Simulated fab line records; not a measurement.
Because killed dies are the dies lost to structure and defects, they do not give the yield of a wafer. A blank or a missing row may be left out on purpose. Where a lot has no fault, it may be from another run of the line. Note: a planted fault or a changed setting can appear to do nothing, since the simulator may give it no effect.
fab line records	flow nand_harc	part 1 of 2: steps 1 to 4 of 6
record: lots: 23	wafers: 69	last_day: 33
route steps=1302 shown A_STAIRCASE@680
lots that met no fault: from a run of the same line without faults
start_h: hours from the record's first day to the start of the lot's first wafer shown	wait_h: time in hours since the lot's previous step	" same as the row above	L1.1+2: a row that stands for several wafers	- no value present, or no start provided	* or withheld: withheld	< > ~ a bound
route shown NAME@n: NAME is a module with steps in the file, n the number in the route of the first one	usual: the fault-free wafers' mean and standard deviation	same: alike in all rows	chamber/n: place in a boat	sites: the reading at each site	_std_site: the standard deviation of these	_edge_site: the outer-site mean with the inner-site mean subtracted	radius_mm: how far each site lies from the wafer's centre	mask NAME#n: copy n	behind: tool/chamber where the wafer was last shaped	hold: the reason the lot was held/the length of the hold in hours/how it ended	device: the n, p or np transistor that did not switch	end of line: tests of these same wafers at the route's end	for a step that has no rows: nothing shown but its recipe	killed: not the wafer's yield, but the dies lost to structure and defects at the first sort	map: a wafer's dies, marking killed ones x, the rest . and places with no die _
set.NAME: the setting the step ran with; set.NAME@STEP: the setting that earlier step ran with	model.NAME: the simulator's own value behind a step, which no gauge read
route steps across a sampled set of lots; one table per step, one row per wafer
services: a tool's chamber out of use, with start hour (start_h, from the record's first day; less than 0 if before it), hours out, and reason
== steps ==
step: NHARC_A_STAIRCASE_ETCH_23
recipe: target_depth_a: 1000	time_s: 40.5	ion_energy_ev: 400	c4f8_flow_sccm: 20	o2_flow_sccm: 10	ar_flow_sccm: withheld	rf_w: 600	bias_w: 1000	chemistry: C4F8/O2
usual: oes_product_au: 0.946/0.016	rf_vpp_V: 895/5.7
same: time_s: 40.5
lot.wafer	tool	chamber	start_h	wait_h	oes_product_au	rf_hours_counter_h	rf_vpp_V
L074.1	rie_diel-13	3	-	-	0.958	2	888
L074.6	"	2	"	"	0.949	-	903
L074.5	"	3	"	"	0.955	-	890
L075.1	rie_diel-03	0	-	-	0.956	26	887
L075.4	"	3	"	"	0.960	28	892
L075.5	"	0	"	"	0.958	-	888
L076.4	rie_diel-01	2	-	-	0.944	51	894
L076.3	"	0	"	"	0.940	48	898
L076.6	"	1	"	"	0.929	-	901
L077.5	rie_diel-13	1	-	-	0.952	-	900
L077.6	"	2	"	"	0.944	-	904
L077.4	"	3	"	"	0.931	-	890
L078.3	rie_diel-03	0	-	-	0.987	36	886
L078.1	"	1	"	"	0.971	32	896
L078.6	"	0	"	"	0.972	-	887
L079.4	rie_diel-01	1	-	-	0.974	4	900
L079.3	"	3	"	"	0.916	3	889
L079.5	"	1	"	"	0.978	-	900
L080.3	rie_diel-03	3	-	-	0.969	46	890
L080.4	"	1	"	"	0.974	39	897
L080.5	"	0	"	"	0.973	-	886
L081.4	rie_diel-13	2	-	-	0.941	19	903
L081.1	"	3	"	"	0.937	20	889
L081.6	"	1	"	"	0.958	-	901
L082.1	rie_diel-13	1	-	-	0.955	20	901
L082.3	"	0	"	"	0.956	14	900
L082.5	"	1	"	"	0.970	-	900
L083.2	rie_diel-13	3	-	-	0.940	29	889
L083.1	"	0	"	"	0.955	20	901
L083.6	"	2	"	"	0.966	-	903
L085.3	rie_diel-03	1	-	-	0.952	1	896
L085.6	"	3	"	"	0.967	-	891
L085.5	"	0	"	"	0.945	-	905
L084.1	rie_diel-01	2	-	-	0.940	23	893
L084.6	"	3	"	"	0.942	-	889
L084.5	"	0	"	"	0.938	-	897
L087.1	rie_diel-01	1	-	-	0.943	35	900
L087.6	"	3	"	"	0.930	-	888
L087.5	"	0	"	"	0.923	-	899
L088.3	rie_diel-01	2	-	-	0.933	30	892
L088.1	"	1	"	"	0.946	36	900
L088.6	"	2	"	"	0.943	-	895
L086.2	rie_diel-03	2	-	-	0.920	9	889
L086.4	"	3	"	"	0.937	11	889
L086.6	"	2	"	"	0.918	-	888
L090.2	rie_diel-01	1	-	-	0.942	40	900
L090.4	"	2	"	"	0.934	34	893
L090.3	"	0	"	"	0.935	43	898
L092.2	rie_diel-01	2	-	-	0.935	40	894
L092.1	"	3	"	"	0.918	44	888
L092.5	"	2	"	"	0.928	-	893
L091.2	rie_diel-01	3	-	-	0.927	44	887
L091.6	"	2	"	"	0.941	-	893
L091.5	"	3	"	"	0.931	-	887
L093.4	rie_diel-13	1	-	-	0.940	3	898
L093.2	"	3	"	"	0.933	3	888
L093.5	"	0	"	"	0.932	-	899
L094.3	rie_diel-13	1	-	-	0.944	4	899
L094.4	"	2	"	"	0.942	4	902
L094.6	"	2	"	"	0.942	-	903
L096.2	rie_diel-13	0	-	-	0.930	18	898
L096.1	"	1	"	"	0.916	19	899
L096.5	"	0	"	"	0.944	-	897
L095.3	rie_diel-01	3	-	-	0.953	10	887
L095.6	"	2	"	"	0.966	-	891
L095.5	"	3	"	"	0.958	-	887
L097.4	rie_diel-13	1	-	-	0.947	23	900
L097.3	"	2	"	"	0.974	23	903
L097.5	"	1	"	"	0.962	-	899
step: NHARC_A_STAIRCASE_TRIM_193
recipe: time_s: 211.2	o2_flow_sccm: 500	ar_flow_sccm: 0	bias_w: 0	chemistry: O2
usual: drypump_motor_current_A: 5.8/0.34	o2_flow_sccm: 499.9/1.6	oes_product_au: 1.000/0.012	rf_vpp_V: 57.7/0.91	showerhead_plenum_p_Torr: 3.49/0.16	throttle_valve_pct: 17.037/0.0088
same: time_s: 211.2
lot.wafer	tool	chamber	start_h	wait_h	drypump_motor_current_A	o2_flow_sccm	oes_product_au	rf_hours_counter_h	rf_vpp_V	showerhead_plenum_p_Torr	throttle_valve_pct
L074.1	rie_diel-01	3	-	-	6.3	500.1	0.987	50	58.2	3.34	17.036
L074.6	"	1	"	"	5.7	501.5	1.019	-	56.7	3.65	17.035
L074.5	"	2	"	"	5.9	502.8	1.000	-	58.6	3.47	17.036
L075.1	rie_diel-03	2	-	-	6.2	501.8	1.014	25	55.8	3.36	17.051
L075.4	"	0	"	"	6.2	499.3	0.999	27	57.0	3.29	17.039
L075.5	"	2	"	"	6.2	501.8	1.004	-	57.6	3.36	17.038
L076.4	rie_diel-01	1	-	-	5.7	499.6	1.008	54	57.9	3.64	17.042
L076.3	"	3	"	"	6.4	499.6	0.999	52	57.6	3.33	17.035
L076.6	"	0	"	"	6.0	498.6	1.006	-	57.0	3.58	17.037
L078.1	rie_diel-03	3	-	-	5.4	503.7	1.015	42	56.7	3.38	17.029
L078.3	"	0	"	"	6.2	499.3	1.014	37	57.5	3.29	17.037
L078.6	"	2	"	"	6.2	498.4	1.008	-	56.7	3.35	17.040
L077.6	rie_diel-13	2	-	-	6.1	498.9	1.000	-	59.5	3.74	17.037
L077.5	"	3	"	"	5.1	501.3	1.000	-	58.7	3.35	17.056
L077.4	"	1	"	"	5.6	501.4	1.007	-	58.9	3.65	17.049
L079.3	rie_diel-03	3	-	-	5.4	497.0	1.001	44	57.7	3.38	17.040
L079.4	"	2	"	"	6.2	497.3	1.006	42	57.1	3.35	17.047
L079.5	"	3	"	"	5.4	498.4	1.012	-	56.6	3.38	17.032
L081.4	rie_diel-03	3	-	-	5.4	499.9	1.006	47	58.7	3.38	17.034
L081.1	"	0	"	"	6.1	498.2	0.997	44	56.9	3.28	17.033
L081.6	"	3	"	"	5.4	500.0	1.015	-	57.5	3.38	17.040
L080.3	rie_diel-13	0	-	-	5.9	497.9	0.985	13	57.4	3.62	17.042
L080.4	"	1	"	"	5.6	500.3	0.992	18	57.2	3.65	17.058
L080.5	"	3	"	"	5.1	499.5	0.981	-	56.2	3.35	17.033
L082.3	rie_diel-03	0	-	-	6.1	502.2	1.004	47	57.0	3.28	17.021
L082.1	"	1	"	"	5.7	500.9	1.011	43	58.4	3.55	17.030
L082.5	"	2	"	"	6.2	501.3	1.006	-	58.6	3.34	17.038
L083.2	rie_diel-13	2	-	-	6.1	497.8	0.997	30	58.2	3.73	17.045
L083.1	"	3	"	"	5.1	499.0	0.989	30	57.7	3.34	17.027
L083.6	"	0	"	"	5.9	501.1	0.975	-	57.2	3.62	17.032
L085.3	rie_diel-03	2	-	-	6.2	499.9	0.983	1	57.2	3.34	17.020
L085.5	"	0	"	"	6.1	501.1	0.993	-	57.6	3.81	17.037
L085.6	"	1	"	"	5.7	501.5	1.001	-	57.4	3.55	17.021
L084.1	rie_diel-13	3	-	-	5.1	500.7	0.986	35	58.6	3.34	17.027
L084.6	"	0	"	"	5.9	500.6	0.980	-	58.7	3.62	17.020
L084.5	"	1	"	"	5.5	503.3	0.982	-	56.0	3.64	17.041
L087.1	rie_diel-03	3	-	-	5.4	501.5	1.018	11	58.3	3.37	17.025
L087.5	"	3	"	"	5.4	501.3	1.008	-	57.4	3.37	17.047
L087.6	"	0	"	"	6.2	498.6	0.998	-	57.7	3.80	17.042
L088.3	rie_diel-03	2	-	-	6.2	498.7	1.003	10	57.9	3.33	17.024
L088.1	"	1	"	"	5.7	498.3	0.993	12	57.1	3.54	17.025
L088.6	"	2	"	"	6.2	498.6	0.999	-	57.1	3.33	17.043
L086.2	rie_diel-01	0	-	-	5.9	501.4	0.981	41	60.1	3.55	17.033
L086.4	"	1	"	"	5.7	498.9	1.014	38	56.8	3.62	17.034
L086.6	"	0	"	"	6.0	500.3	0.983	-	56.8	3.55	17.028
L090.3	rie_diel-01	1	-	-	5.7	501.5	1.016	41	58.4	3.62	17.037
L090.2	"	2	"	"	6.0	501.7	1.002	35	57.2	3.45	17.021
L090.4	"	0	"	"	5.9	499.3	0.983	44	56.2	3.55	17.034
L092.2	rie_diel-01	3	-	-	6.3	499.2	0.986	46	56.3	3.31	17.032
L092.1	"	1	"	"	5.7	501.1	1.009	48	57.4	3.62	17.040
L092.5	"	2	"	"	5.9	497.6	0.996	-	56.8	3.45	17.025
L091.2	rie_diel-03	0	-	-	6.2	499.6	0.997	26	58.3	3.79	17.033
L091.6	"	0	"	"	6.2	499.8	0.987	-	58.2	3.79	17.058
L091.5	"	1	"	"	5.7	501.4	0.993	-	57.6	3.53	17.034
L093.2	rie_diel-03	1	-	-	5.7	495.5	1.005	31	59.1	3.53	17.046
L093.4	"	3	"	"	5.4	499.8	1.015	31	57.0	3.35	17.043
L093.5	"	1	"	"	5.7	500.3	1.014	-	57.3	3.53	17.044
L094.4	rie_diel-03	2	-	-	6.2	496.5	0.992	31	57.4	3.32	17.026
L094.3	"	0	"	"	6.1	500.1	0.999	32	57.7	3.79	17.026
L094.6	"	1	"	"	5.7	500.2	1.010	-	57.0	3.53	17.042
L096.2	rie_diel-13	0	-	-	5.9	500.7	0.995	19	58.9	3.59	17.033
L096.1	"	3	"	"	5.1	498.3	0.987	19	57.0	3.32	17.045
L096.5	"	0	"	"	5.9	499.2	1.006	-	57.9	3.59	17.038
L095.3	rie_diel-03	0	-	-	6.1	501.8	1.005	45	57.7	3.78	17.037
L095.6	"	1	"	"	5.7	498.6	1.002	-	56.9	3.52	17.029
L095.5	"	2	"	"	6.2	500.0	1.001	-	57.2	3.32	17.058
L097.4	rie_diel-13	1	-	-	5.5	499.7	0.985	23	58.8	3.62	17.039
L097.3	"	2	"	"	6.1	503.6	1.003	24	57.1	3.70	17.040
L097.5	"	1	"	"	5.5	497.6	0.986	-	58.6	3.62	17.037
step: NHARC_A_STAIRCASE_ETCH_201
recipe: target_depth_a: 1000	time_s: 40.5	ion_energy_ev: 400	c4f8_flow_sccm: 20	o2_flow_sccm: 10	ar_flow_sccm: withheld	rf_w: 600	bias_w: 1000	chemistry: C4F8/O2
usual: oes_product_au: 0.945/0.013	rf_vpp_V: 895/5.7
same: time_s: 40.5
lot.wafer	tool	chamber	start_h	wait_h	oes_product_au	rf_hours_counter_h	rf_vpp_V
L074.1	rie_diel-13	1	-	-	0.960	2	900
L074.6	"	0	"	"	0.943	-	900
L074.5	"	1	"	"	0.958	-	901
L075.4	rie_diel-03	3	-	-	0.963	29	890
L075.1	"	1	"	"	0.959	22	897
L075.5	"	2	"	"	0.948	-	891
L076.4	rie_diel-01	0	-	-	0.928	49	897
L076.3	"	1	"	"	0.958	54	900
L076.6	"	3	"	"	0.941	-	890
L078.3	rie_diel-01	2	-	-	0.936	6	895
L078.1	"	3	"	"	0.934	7	889
L078.6	"	1	"	"	0.951	-	900
L077.4	rie_diel-13	1	-	-	0.960	15	900
L077.6	"	1	"	"	0.956	-	900
L077.5	"	2	"	"	0.962	-	903
L079.4	rie_diel-01	1	-	-	0.937	8	903
L079.3	"	2	"	"	0.947	7	894
L079.5	"	0	"	"	0.914	-	896
L080.4	rie_diel-13	0	-	-	0.946	13	901
L080.3	"	3	"	"	0.933	22	889
L080.5	"	1	"	"	0.951	-	900
L081.4	rie_diel-03	0	-	-	0.942	45	886
L081.1	"	1	"	"	0.941	42	897
L081.6	"	0	"	"	0.947	-	886
L082.1	rie_diel-13	3	-	-	0.931	23	890
L082.3	"	1	"	"	0.952	20	901
L082.5	"	0	"	"	0.951	-	898
L083.1	rie_diel-03	0	-	-	0.959	58	887
L083.2	"	2	"	"	0.952	55	889
L083.6	"	0	"	"	0.948	-	886
L085.3	rie_diel-03	1	-	-	0.963	2	896
L085.5	"	1	"	"	0.953	-	897
L085.6	"	2	"	"	0.938	-	890
L084.1	rie_diel-13	3	-	-	0.945	36	889
L084.5	"	0	"	"	0.933	-	898
L084.6	"	1	"	"	0.945	-	900
L087.1	rie_diel-03	3	-	-	0.946	12	891
L087.6	"	0	"	"	0.939	-	907
L087.5	"	1	"	"	0.940	-	897
L088.1	rie_diel-13	3	-	-	0.942	52	889
L088.3	"	0	"	"	0.927	44	898
L088.6	"	2	"	"	0.938	-	902
L086.2	rie_diel-13	3	-	-	0.944	53	889
L086.4	"	1	"	"	0.952	46	898
L086.6	"	2	"	"	0.950	-	903
L090.4	rie_diel-01	3	-	-	0.934	38	889
L090.3	"	0	"	"	0.942	44	898
L090.2	"	1	"	"	0.942	41	900
L092.1	rie_diel-03	0	-	-	0.958	27	904
L092.2	"	3	"	"	0.983	28	889
L092.5	"	0	"	"	0.960	-	905
L091.2	rie_diel-13	0	-	-	0.937	1	900
L091.6	"	2	"	"	0.943	-	903
L091.5	"	3	"	"	0.940	-	888
L093.2	rie_diel-01	3	-	-	0.941	50	888
L093.5	"	1	"	"	0.949	-	900
L093.4	"	2	"	"	0.942	-	892
L094.4	rie_diel-03	2	-	-	0.931	31	887
L094.3	"	3	"	"	0.960	32	888
L094.6	"	2	"	"	0.936	-	888
L096.2	rie_diel-13	3	-	-	0.924	19	888
L096.1	"	1	"	"	0.940	20	898
L096.5	"	2	"	"	0.947	-	901
L095.3	rie_diel-13	1	-	-	0.933	21	899
L095.5	"	0	"	"	0.952	-	898
L095.6	"	1	"	"	0.928	-	899
L097.3	rie_diel-01	1	-	-	0.995	11	899
L097.4	"	2	"	"	0.955	6	893
L097.5	"	0	"	"	0.943	-	896
step: NHARC_A_STAIRCASE_TRIM_222
recipe: time_s: 211.2	o2_flow_sccm: 500	ar_flow_sccm: 0	bias_w: 0	chemistry: O2
usual: drypump_motor_current_A: 5.8/0.32	o2_flow_sccm: 499.8/1.5	oes_product_au: 0.999/0.013	rf_vpp_V: 57.7/0.88	showerhead_plenum_p_Torr: 3.50/0.15	throttle_valve_pct: 17.037/0.0092
same: time_s: 211.2
lot.wafer	tool	chamber	start_h	wait_h	drypump_motor_current_A	o2_flow_sccm	oes_product_au	rf_hours_counter_h	rf_vpp_V	showerhead_plenum_p_Torr	throttle_valve_pct
L074.1	rie_diel-01	0	-	-	5.9	500.4	0.996	47	57.0	3.58	17.045
L074.5	"	0	"	"	5.9	499.1	0.992	-	58.7	3.58	17.052
L074.6	"	1	"	"	5.7	498.9	1.006	-	58.8	3.65	17.036
L075.1	rie_diel-03	3	-	-	5.4	499.7	1.032	30	55.5	3.39	17.029
L075.4	"	0	"	"	6.2	501.2	1.008	28	56.3	3.29	17.027
L075.5	"	1	"	"	5.7	499.7	1.026	-	59.7	3.57	17.040
L076.4	rie_diel-03	3	-	-	5.4	499.6	1.019	34	56.9	3.38	17.044
L076.3	"	0	"	"	6.2	499.3	1.011	30	57.1	3.29	17.026
L076.6	"	1	"	"	5.7	500.7	1.022	-	57.8	3.57	17.021
L078.3	rie_diel-03	1	-	-	5.7	498.7	1.017	38	56.8	3.56	17.029
L078.1	"	0	"	"	6.2	498.5	1.013	42	57.2	3.28	17.032
L078.6	"	1	"	"	5.7	499.2	1.013	-	56.3	3.56	17.024
L077.4	rie_diel-01	0	-	-	5.9	499.9	0.978	9	58.5	3.57	17.032
L077.5	"	0	"	"	5.9	499.1	0.985	-	58.2	3.57	17.036
L077.6	"	1	"	"	5.7	498.4	0.997	-	58.2	3.64	17.034
L079.3	rie_diel-13	2	-	-	6.1	500.5	0.992	17	58.6	3.73	17.041
L079.4	"	3	"	"	5.1	498.4	0.984	17	56.9	3.35	17.033
L079.5	"	1	"	"	5.6	498.2	1.000	-	57.7	3.65	17.036
L080.4	rie_diel-01	2	-	-	5.9	501.3	0.995	11	57.2	3.46	17.038
L080.3	"	3	"	"	6.3	500.2	0.977	13	56.6	3.33	17.022
L080.5	"	0	"	"	5.9	496.2	0.986	-	57.8	3.57	17.022
L081.1	rie_diel-03	3	-	-	5.4	500.1	1.007	49	58.2	3.38	17.048
L081.4	"	0	"	"	6.1	498.0	0.999	46	55.9	3.28	17.047
L081.6	"	0	"	"	6.2	500.1	0.993	-	57.4	3.28	17.015
L082.1	rie_diel-03	1	-	-	5.7	500.6	1.006	49	57.9	3.55	17.017
L082.3	"	2	"	"	6.2	502.6	0.991	52	58.8	3.34	17.035
L082.5	"	0	"	"	6.2	497.8	0.989	-	56.2	3.28	17.044
L083.1	rie_diel-03	3	-	-	5.4	497.3	1.018	59	56.5	3.37	17.033
L083.2	"	1	"	"	5.7	501.1	1.011	53	57.4	3.55	17.019
L083.6	"	3	"	"	5.4	500.5	1.016	-	56.5	3.37	17.027
L085.3	rie_diel-01	0	-	-	6.0	499.9	0.991	30	57.8	3.56	17.060
L085.6	"	3	"	"	6.3	498.4	0.986	-	58.0	3.32	17.036
L085.5	"	0	"	"	5.9	498.8	0.988	-	58.1	3.56	17.030
L084.1	rie_diel-13	0	-	-	5.9	499.0	0.982	28	58.5	3.62	17.036
L084.5	"	3	"	"	5.1	501.1	0.998	-	58.3	3.34	17.047
L084.6	"	0	"	"	5.9	497.6	0.981	-	59.2	3.62	17.026
L087.1	rie_diel-01	3	-	-	6.3	498.7	0.986	35	57.8	3.32	17.041
L087.6	"	0	"	"	5.9	501.5	0.993	-	56.8	3.55	17.031
L087.5	"	1	"	"	5.7	499.5	1.000	-	58.7	3.62	17.041
L088.3	rie_diel-13	3	-	-	5.1	501.7	0.988	53	57.9	3.33	17.036
L088.1	"	0	"	"	5.9	498.6	0.981	45	58.7	3.61	17.046
L088.6	"	2	"	"	6.1	500.6	1.000	-	58.0	3.72	17.032
L086.4	rie_diel-13	1	-	-	5.6	498.6	1.001	47	57.2	3.63	17.059
L086.2	"	2	"	"	6.1	501.4	0.998	50	58.5	3.72	17.035
L086.6	"	2	"	"	6.1	502.2	0.998	-	58.1	3.71	17.044
L090.3	rie_diel-01	2	-	-	5.9	502.4	0.992	36	57.8	3.45	17.029
L090.4	"	3	"	"	6.3	498.3	0.985	39	57.8	3.31	17.034
L090.2	"	0	"	"	5.9	502.6	0.989	45	58.6	3.55	17.030
L092.1	rie_diel-13	2	-	-	6.1	499.2	0.984	1	57.8	3.71	17.031
L092.2	"	3	"	"	5.1	501.0	0.986	1	60.0	3.33	17.038
L092.5	"	2	"	"	6.1	499.5	0.986	-	59.6	3.71	17.038
L091.2	rie_diel-01	0	-	-	6.0	500.2	0.991	52	58.3	3.55	17.048
L091.5	"	0	"	"	6.0	499.1	0.996	-	58.5	3.55	17.046
L091.6	"	1	"	"	5.7	501.0	1.014	-	57.1	3.62	17.049
L093.2	rie_diel-01	3	-	-	6.4	499.6	0.978	50	57.7	3.31	17.042
L093.5	"	3	"	"	6.3	502.3	0.994	-	56.9	3.31	17.030
L093.4	"	1	"	"	5.7	500.6	1.021	-	58.7	3.61	17.039
L094.3	rie_diel-03	1	-	-	5.7	497.9	1.009	32	57.0	3.53	17.039
L094.4	"	2	"	"	6.2	500.0	0.979	32	57.5	3.32	17.042
L094.6	"	3	"	"	5.4	501.1	1.017	-	57.3	3.35	17.048
L096.1	rie_diel-03	3	-	-	5.4	500.4	1.010	44	55.1	3.35	17.044
L096.2	"	0	"	"	6.2	499.6	1.002	44	58.4	3.78	17.040
L096.5	"	1	"	"	5.7	502.5	1.025	-	59.0	3.52	17.035
L095.3	rie_diel-13	3	-	-	5.1	501.3	0.981	21	58.0	3.32	17.031
L095.5	"	0	"	"	5.9	498.5	0.989	-	59.8	3.59	17.041
L095.6	"	1	"	"	5.5	496.5	0.970	-	57.5	3.62	17.025
L097.3	rie_diel-03	1	-	-	5.7	499.8	0.998	52	57.4	3.52	17.030
L097.4	"	2	"	"	6.2	502.4	0.987	50	57.3	3.31	17.035
L097.5	"	0	"	"	6.2	503.5	0.980	-	60.0	3.78	17.023
